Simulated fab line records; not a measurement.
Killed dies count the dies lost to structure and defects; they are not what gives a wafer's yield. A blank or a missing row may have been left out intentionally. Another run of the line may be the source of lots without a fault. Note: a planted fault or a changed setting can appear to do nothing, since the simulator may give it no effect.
Matching of chambers	flow nand-harc	NHARC_THIN_TSV_ETCHBACK_48 on rie-diel-12 has 4 sister chambers
The step etches the open film in C4F8/Ar, target depth 1028.5 nm, time 405.17 s. 7 wafers are shown with their chamber, then 7 later ones without.

## WAFERS PAIRED WITH THEIR CHAMBERS
wafer	chamber	rf-vpp-V (V)	oes-product-au (a.u.)
L824.5	1	550	0.93
L830.4	0	542	1.00
L833.2	0	542	1.00
L833.3	2	553	1.00
L833.5	3	552	1.01
L836.1	3	551	0.99
L836.2	2	551	0.99

## WAFERS MISSING THEIR CHAMBER
wafer	rf-vpp-V (V)	oes-product-au (a.u.)
L836.6	553	0.99
L843.1	541	1.00
L843.3	552	0.98
L843.4	553	0.99
L845.3	552	1.00
L845.4	541	1.00
L845.5	541	1.00

## WHICH CHAMBER EACH WENT THROUGH
wafer	from the rows above	in truth
L836.6	can't be placed: 2 or 3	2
L843.1	0	0
L843.3	can't be placed: 2 or 3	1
L843.4	can't be placed: 2 or 3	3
L845.3	can't be placed: 2 or 3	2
L845.4	0	0
L845.5	0	0
3 of 7 placed correctly. Can't be placed from these rows: 4 (the true chamber is among the candidates in 3). Placed wrongly: 0.
How it was worked out, from the rows above alone: a wafer's distance from a chamber is the root of the sum, over the readings, of the square of ((its reading less the chamber's mean) divided by the reading's scatter). The wafer belongs to the nearest chamber; if the next one is less than 2 further off, it can't be placed. Each chamber's mean is taken over the wafers shown for it. The scatter is the square root of a quotient: the sum, over the shown wafers, of each reading's squared deviation from its chamber's mean, divided by wafers minus chambers.
